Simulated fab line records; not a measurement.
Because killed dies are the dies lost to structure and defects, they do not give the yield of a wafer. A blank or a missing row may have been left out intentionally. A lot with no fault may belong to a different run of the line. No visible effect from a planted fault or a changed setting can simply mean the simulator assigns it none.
fab line records -- flow n5_finfet
record lots=7, wafers=39
route steps=1938 shown BEOL_M9@1405 BEOL_M13@1713 TV_OPEN@1887
start_h: hours from the record's first day to the start of the lot's first wafer shown -- wait_h: time in hours since the lot's previous step -- " identical to the entry in the row above -- L1.1+2: several wafers, shown together as one row -- - no value, or no start given -- * or withheld: withheld -- < > ~ a bound
route shown NAME@n: NAME is a module with steps in the file, n the number in the route of the first one -- usual: average and standard deviation across the fault-free wafers -- same: alike in all rows -- chamber/n: place in a boat -- sites: readings site by site -- _std_site: standard deviation of those values -- _edge_site: mean of outer sites minus mean of inner sites -- radius_mm: for every site, how far away it sits from the centre of the wafer -- mask NAME#n: copy n -- behind: the tool/chamber that last shaped the wafer -- hold: why the lot was held/for how many hours/how that ended -- device: the n, p or np transistor that did not switch -- end of line: the same wafers' tests at the end of the route -- for a step that has no rows: nothing shown but its recipe -- killed: dies lost to structure and defects at the first sort, not the wafer's yield -- map: a wafer's dies, marking killed ones x, the rest . and places with no die _
set.NAME: the run value of the setting; set.NAME@STEP: its run value at that earlier step -- model.NAME: the simulator's own value behind a step, which no gauge read
lots run with intentionally changed settings; tables by step, rows by wafer
## steps
# step N5_BEOL_M9_HM_DEP_02
# recipe material=TiN, target_thk_a=200, temp_c=25, chamber_pressure_pa=0.49996
lot.wafer,tool,chamber,start_h,wait_h,set.target_thk_a,model.TiN_of_BEOL_M9_HM_DEP_02.thk_nm
L077.1,pvd_sputter-01,-,219.08,0.3,200,20
L077.2+5,pvd_sputter-01,-,219.08,0.3,103.2,10.6
L077.3,pvd_sputter-01,-,219.08,0.3,103.2,10.4
L077.4+6,pvd_sputter-01,-,219.08,0.3,200,20.2
L080.3+4+6,pvd_sputter-03,-,236.25,1.0,200,19.8
L081.1+4+6,pvd_sputter-03,-,243.34,0.0,200,20.2
L081.2,pvd_sputter-03,-,243.34,0.0,200,19.8
L081.3+5,pvd_sputter-03,-,243.34,0.0,200,20
L088.1,pvd_sputter-02,-,284.93,1.0,200,20.2
L088.2,pvd_sputter-02,-,284.93,1.0,240.3,24
L088.3+5,pvd_sputter-02,-,284.93,1.0,240.3,24.2
L088.4+6,pvd_sputter-02,-,284.93,1.0,200,20
L090.1,pvd_sputter-01,-,303.05,0.0,200,20
L090.2,pvd_sputter-01,-,303.05,0.0,200,20.4
L090.3+4+5+6,pvd_sputter-01,-,303.05,0.0,200,20.2
L096.1+3,pvd_sputter-02,-,339.71,0.2,200,20.2
L096.2,pvd_sputter-02,-,339.71,0.2,200,20.6
L096.4+5+6,pvd_sputter-02,-,339.71,0.2,200,20.4
L097.1+2+3,pvd_sputter-02,-,350.10,0.8,200,20.2
L097.4+5,pvd_sputter-02,-,350.10,0.8,294.4,29.8
L097.6,pvd_sputter-02,-,350.10,0.8,294.4,29.6
# step N5_BEOL_M9_COAT_59
# recipe resist=SOC, temp_c=250, time_s=60, spin_rpm=1500, resist_thk_nm=100
# step N5_BEOL_M9_COAT_60
# recipe resist=SiARC, temp_c=220, time_s=60, spin_rpm=1500, resist_thk_nm=30
# step N5_BEOL_M9_STRIP_68
# recipe chemistry=N2/H2, temp_c=40, n2_flow_sccm=200, h2_flow_sccm=200, rf_frequency_hz=6e+07
# step N5_BEOL_M9_STRIP_67
# recipe chemistry=CF4, resist=SiARC, power_w=300, bias_power_w=75, pressure_mtorr=50, cf4_flow_sccm=150, rf_frequency_hz=6e+07
# step N5_BEOL_M9_HM_OPEN_17
# recipe chemistry=Cl2/BCl3, target_depth_a=200, overetch_a=60, target=TiN, mask_material=SOC, ion_energy_ev=150, pressure_mtorr=10, icp_w=1000, bias_w=126, Cl2_flow_sccm=53.25, bcl3_flow_sccm=21.75, Ar_flow_sccm=25
# usual oes_product_au=0.66/0.09
lot.wafer,tool,chamber,start_h,wait_h,set.target_thk_a@BEOL_M9_HM_DEP_02,oes_product_au,model.etch.depth_nm
L077.1,rie_metal-01,1,219.95,0.0,200,0.73,19.97
L077.2,rie_metal-01,0,219.95,0.0,103.2,0.50,10.54
L077.3,rie_metal-01,1,219.95,0.0,103.2,0.54,10.38
L077.4,rie_metal-01,0,219.95,0.0,200,0.68,20.26
L077.5,rie_metal-01,1,219.95,0.0,103.2,0.54,10.61
L077.6,rie_metal-01,0,219.95,0.0,200,0.68,20.24
L080.3,rie_metal-03,0,237.19,0.1,200,0.72,19.89
L080.4,rie_metal-03,1,237.19,0.1,200,0.71,19.88
L080.6,rie_metal-03,1,237.19,0.1,200,0.72,19.81
L081.1,rie_metal-01,0,244.20,0.0,200,0.67,20.1
L081.2,rie_metal-01,1,244.20,0.0,200,0.72,19.78
L081.3,rie_metal-01,1,244.20,0.0,200,0.72,19.99
L081.4,rie_metal-01,0,244.20,0.0,200,0.68,20.28
L081.5,rie_metal-01,0,244.20,0.0,200,0.67,19.96
L081.6,rie_metal-01,1,244.20,0.0,200,0.73,20.25
L088.1,rie_metal-02,0,285.98,0.0,200,0.55,20.16
L088.2,rie_metal-02,0,285.98,0.0,240.3,0.60,24.03
L088.3,rie_metal-02,0,285.98,0.0,240.3,0.61,24.28
L088.4,rie_metal-02,0,285.98,0.0,200,0.54,20.1
L088.5,rie_metal-02,0,285.98,0.0,240.3,0.61,24.3
L088.6,rie_metal-02,0,285.98,0.0,200,0.54,20.03
L090.1,rie_metal-03,1,303.90,0.0,200,0.69,20.08
L090.2,rie_metal-03,1,303.90,0.0,200,0.70,20.47
L090.3,rie_metal-03,1,303.90,0.0,200,0.70,20.1
L090.4,rie_metal-03,1,303.90,0.0,200,0.70,20.23
L090.5,rie_metal-03,1,303.90,0.0,200,0.70,20.15
L090.6,rie_metal-03,1,303.90,0.0,200,0.70,20.2
L096.1,rie_metal-01,0,341.05,0.0,200,0.65,20.22
L096.2,rie_metal-01,1,341.05,0.0,200,0.71,20.55
L096.3,rie_metal-01,0,341.05,0.0,200,0.65,20.25
L096.4,rie_metal-01,1,341.05,0.0,200,0.70,20.37
L096.5,rie_metal-01,0,341.05,0.0,200,0.65,20.31
L096.6,rie_metal-01,1,341.05,0.0,200,0.70,20.36
L097.1,rie_metal-01,1,350.97,0.0,200,0.70,20.16
L097.2,rie_metal-01,0,350.97,0.0,200,0.64,20.17
L097.3,rie_metal-01,0,350.97,0.0,200,0.64,20.21
L097.4,rie_metal-01,1,350.97,0.0,294.4,0.83,26.73
L097.5,rie_metal-01,0,350.97,0.0,294.4,0.74,25.45
L097.6,rie_metal-01,1,350.97,0.0,294.4,0.81,26.6
# step N5_BEOL_M13_DEP_53
# recipe material=SiCN, target_thk_a=500, temp_c=withheld, precursor=3MS/NH3, pressure_torr=3, rf_w=675, time_s=17.8
lot.wafer,tool,chamber,start_h,wait_h,set.time_s,model.SiCN_of_BEOL_M13_DEP_53.thk_nm
L077.1,pecvd-01,0,255.30,0.0,17.8,50.6
L077.2,pecvd-01,1,255.30,0.0,17.8,49.6
L077.3,pecvd-01,2,255.30,0.0,17.8,50
L077.4,pecvd-01,0,255.30,0.0,17.8,51
L077.5,pecvd-01,2,255.30,0.0,17.8,50.4
L077.6,pecvd-01,1,255.30,0.0,17.8,51.2
L080.3,pecvd-01,2,266.29,0.0,17.8,50
L080.4,pecvd-01,0,266.29,0.0,17.8,51.4
L080.6,pecvd-01,1,266.29,0.0,17.8,50.8
L081.1,pecvd-04,0,274.09,0.0,24.56,67.8
L081.2,pecvd-04,1,274.09,0.0,17.8,49.6
L081.3,pecvd-04,2,274.09,0.0,17.8,49.4
L081.4,pecvd-04,0,274.09,0.0,24.56,69.8
L081.5,pecvd-04,2,274.09,0.0,24.56,70
L081.6,pecvd-04,1,274.09,0.0,17.8,50.6
L088.1+4,pecvd-01,"1,0",321.16,0.0,17.8,50.4
L088.2,pecvd-01,0,321.16,0.0,17.8,50
L088.3,pecvd-01,2,321.16,0.0,17.8,49.2
L088.5,pecvd-01,1,321.16,0.0,17.8,51
L088.6,pecvd-01,2,321.16,0.0,17.8,49.6
L090.1+5,pecvd-01,"0,2",343.22,0.0,17.8,50.6
L090.2,pecvd-01,2,343.22,0.0,17.8,49.2
L090.3,pecvd-01,1,343.22,0.0,17.8,49.4
L090.4,pecvd-01,0,343.22,0.0,17.8,51.2
L090.6,pecvd-01,1,343.22,0.0,17.8,50.4
L096.1,pecvd-01,2,378.71,0.0,10.68,30.6
L096.2,pecvd-01,0,378.71,0.0,10.68,31
L096.3,pecvd-01,1,378.71,0.0,10.68,30.8
L096.4,pecvd-01,2,378.71,0.0,17.8,50.4
L096.5,pecvd-01,1,378.71,0.0,17.8,51.4
L096.6,pecvd-01,0,378.71,0.0,17.8,51.6
L097.1,pecvd-03,2,379.36,0.0,17.8,49.4
L097.2,pecvd-03,1,379.36,0.0,17.8,49
L097.3,pecvd-03,0,379.36,0.0,13.08,36
L097.4,pecvd-03,2,379.36,0.0,17.8,50.8
L097.5,pecvd-03,0,379.36,0.0,13.08,36.4
L097.6,pecvd-03,1,379.36,0.0,13.08,36.6
# step N5_PASSIVATION_PASS_ETCH_74
# recipe chemistry=CF4/O2, target=SiNx, target_depth_a=2200, time_s=110, ion_energy_ev=100, pressure_mtorr=40, source_w=535, bias_w=49, Ar_flow_sccm=100, cf4_flow_sccm=100, O2_flow_sccm=10
lot.wafer,tool,chamber,start_h,wait_h,set.target_depth_a,model.etch.depth_nm,model.TV_OPEN.cd_offset_nm
L077.1,rie_diel-03,2,281.07,0.0,3087,306.6,-4.2
L077.2,rie_diel-03,0,281.07,0.0,2200,221.2,0
L077.3,rie_diel-03,3,281.07,0.0,3087,312.3,-4.6
L077.4,rie_diel-03,1,281.07,0.0,2200,217.9,0
L077.5,rie_diel-03,3,281.07,0.0,3087,308.6,-4.4
L077.6,rie_diel-03,0,281.07,0.0,2200,220.4,0
L080.3,rie_diel-05,0,285.29,0.0,2200,226.1,-0.4
L080.4,rie_diel-05,1,285.29,0.0,2200,222.4,-0.6
L080.6,rie_diel-05,2,285.29,0.0,2200,225.2,-0.4
L081.1,rie_diel-04,2,294.92,0.0,2200,214.9,-0.2
L081.2,rie_diel-04,3,294.92,0.0,1785,173.3,2.2
L081.3,rie_diel-04,0,294.92,0.0,2200,219.4,0.2
L081.4,rie_diel-04,0,294.92,0.0,2200,218.2,0.4
L081.5,rie_diel-04,3,294.92,0.0,1785,173.5,2.6
L081.6,rie_diel-04,2,294.92,0.0,1785,173.3,1.8
L088.1,rie_diel-04,1,341.75,0.0,2200,219.1,1.2
L088.2,rie_diel-04,3,341.75,0.0,2839,276.7,-2.2
L088.3,rie_diel-04,2,341.75,0.0,2839,280.8,-2.8
L088.4,rie_diel-04,3,341.75,0.0,2200,214.8,0.8
L088.5,rie_diel-04,2,341.75,0.0,2200,214.7,-0.2
L088.6,rie_diel-04,1,341.75,0.0,2839,281.7,-1.6
L090.1,rie_diel-03,3,361.21,0.0,2200,221.6,0
L090.2,rie_diel-03,0,361.21,0.0,2200,218.8,0.2
L090.3,rie_diel-03,1,361.21,0.0,1666,164.8,2
L090.4,rie_diel-03,2,361.21,0.0,1666,162.4,2.4
L090.5,rie_diel-03,0,361.21,0.0,2200,217.9,0.4
L090.6,rie_diel-03,1,361.21,0.0,1666,165.1,2
L096.1,rie_diel-04,1,397.14,0.0,2200,216.8,0.8
L096.2,rie_diel-04,2,397.14,0.0,2200,214.7,0
L096.3,rie_diel-04,3,397.14,0.0,2200,214.2,0.2
L096.4,rie_diel-04,0,397.14,0.0,2200,221.6,0
L096.5,rie_diel-04,3,397.14,0.0,2200,213.6,0.8
L096.6,rie_diel-04,2,397.14,0.0,2200,214.8,0
L097.1,rie_diel-04,0,403.02,0.0,2200,220.4,0
L097.2,rie_diel-04,3,403.02,0.0,2200,215.3,0.4
L097.3,rie_diel-04,2,403.02,0.0,2200,216.4,0
L097.4,rie_diel-04,2,403.02,0.0,2200,216.1,0
L097.5,rie_diel-04,3,403.02,0.0,2200,216,0.2
L097.6,rie_diel-04,0,403.02,0.0,2200,220.6,0.2
# step N5_PASSIVATION_VIA_ETCH_13
# recipe chemistry=CHF3/O2, target=SiO2, target_depth_a=6600, CHF3_flow_sccm=50, O2_flow_sccm=5, Ar_flow_sccm=200, time_s=330, mask_material=PR, pressure_mtorr=30, source_w=650, bias_w=170, ion_energy_ev=200, ends=cleared
lot.wafer,tool,chamber,start_h,wait_h,set.target_depth_a@PASSIVATION_PASS_ETCH_74,model.TV_OPEN.cd_offset_nm
L077.1,rie_diel-03,2,281.16,0.0,3087,-2.2
L077.2,rie_diel-03,0,281.16,0.0,2200,1.2
L077.3+5,rie_diel-03,3,281.16,0.0,3087,-2.6
L077.4,rie_diel-03,1,281.16,0.0,2200,2
L077.6,rie_diel-03,0,281.16,0.0,2200,1
L080.3,rie_diel-05,0,285.38,0.0,2200,1.4
L080.4,rie_diel-05,1,285.38,0.0,2200,1.8
L080.6,rie_diel-05,2,285.38,0.0,2200,1.2
L081.1,rie_diel-04,2,295.01,0.0,2200,2
L081.2,rie_diel-04,3,295.01,0.0,1785,4.2
L081.3,rie_diel-04,0,295.01,0.0,2200,1.8
L081.4,rie_diel-04,0,295.01,0.0,2200,2.2
L081.5,rie_diel-04,3,295.01,0.0,1785,4
L081.6,rie_diel-04,2,295.01,0.0,1785,3.6
L088.1,rie_diel-04,1,341.84,0.0,2200,2.8
L088.2,rie_diel-04,3,341.84,0.0,2839,-1.2
L088.3,rie_diel-04,2,341.84,0.0,2839,-1
L088.4,rie_diel-04,3,341.84,0.0,2200,1.8
L088.5,rie_diel-04,2,341.84,0.0,2200,1.6
L088.6,rie_diel-04,1,341.84,0.0,2839,-0.4
L090.1,rie_diel-03,3,361.31,0.0,2200,1.8
L090.2,rie_diel-03,0,361.31,0.0,2200,1.2
L090.3,rie_diel-03,1,361.31,0.0,1666,4.2
L090.4+6,rie_diel-03,"2,1",361.31,0.0,1666,3.6
L090.5,rie_diel-03,0,361.31,0.0,2200,1.6
L096.1+5,rie_diel-04,"1,3",397.23,0.0,2200,2.2
L096.2+6,rie_diel-04,2,397.23,0.0,2200,1.6
L096.3,rie_diel-04,3,397.23,0.0,2200,1.4
L096.4,rie_diel-04,0,397.23,0.0,2200,1.8
L097.1+4+6,rie_diel-04,"0,2,0",403.11,0.0,2200,1.8
L097.2,rie_diel-04,3,403.11,0.0,2200,2.2
L097.3,rie_diel-04,2,403.11,0.0,2200,1.4
L097.5,rie_diel-04,3,403.11,0.0,2200,1.6
## key
split step=N5_BEOL_M9_HM_DEP_02, setting=target_thk_a, stated=200, by=wafer
response step=N5_BEOL_M9_HM_DEP_02, reading=model.TiN_of_BEOL_M9_HM_DEP_02.thk_nm, change=+0.2, per=1%, r=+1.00
response step=N5_BEOL_M9_HM_OPEN_17, reading=oes_product_au, change=+0.00322, per=1%, r=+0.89
response step=N5_BEOL_M9_HM_OPEN_17, reading=model.etch.depth_nm, change=+0.168, per=1%, r=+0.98
split step=N5_BEOL_M13_DEP_53, setting=time_s, stated=17.8, by=wafer
response step=N5_BEOL_M13_DEP_53, reading=model.SiCN_of_BEOL_M13_DEP_53.thk_nm, change=+0.508, per=1%, r=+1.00
split step=N5_PASSIVATION_PASS_ETCH_74, setting=target_depth_a, stated=2200, by=wafer
response step=N5_PASSIVATION_PASS_ETCH_74, reading=model.etch.depth_nm, change=+2.23, per=1%, r=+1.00
response step=N5_PASSIVATION_PASS_ETCH_74, reading=model.TV_OPEN.cd_offset_nm, change=-0.101, per=1%, r=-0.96
response step=N5_PASSIVATION_VIA_ETCH_13, reading=model.TV_OPEN.cd_offset_nm, change=-0.0974, per=1%, r=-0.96
